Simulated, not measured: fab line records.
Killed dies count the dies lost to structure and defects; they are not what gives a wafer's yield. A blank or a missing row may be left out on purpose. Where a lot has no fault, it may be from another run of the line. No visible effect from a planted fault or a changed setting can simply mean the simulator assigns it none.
Matching of chambers -- flow nand-harc -- NHARC_P_M1_STRIP_18 on rie-diel-07 has 4 sister chambers
The step strips in N2/H2. 4 wafers are shown with their chamber, then 7 later ones without.

EACH WAFER AND ITS CHAMBER
wafer,chamber,drypump-motor-current-A (A)
L084.2,2,5.7
L083.6,3,6.3
L086.1,1,4.9
L086.4,0,5.7

WAFERS WITH NO CHAMBER GIVEN
wafer,drypump-motor-current-A (A)
L086.5,5.8
L087.1,5.7
L087.2,4.9
L087.4,5.7
L089.1,6.3
L089.2,4.9
L089.5,5.7

EACH ONE'S CHAMBER
wafer,from the rows above,in truth
L086.5,can't be placed: 0 or 2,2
L087.1,can't be placed: 0 or 2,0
L087.2,1,1
L087.4,can't be placed: 0 or 2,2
L089.1,3,3
L089.2,1,1
L089.5,can't be placed: 0 or 2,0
Correct placement for 3 of the 7. These rows do not allow placing 4 (true chamber among the candidates in 4). Number placed wrongly: 0.
How it was worked out, from the rows above alone: a wafer's distance from a chamber is the root of the sum, over the readings, of the square of ((its reading less the chamber's mean) divided by the reading's scatter). The wafer belongs to the nearest chamber; if the next one is less than 2 further off, it can't be placed. A chamber's mean is the mean of its shown wafers. The scatter (one wafer shown for each chamber): square how far every hidden wafer sits from the nearest shown wafer, average those squares and take the square root.
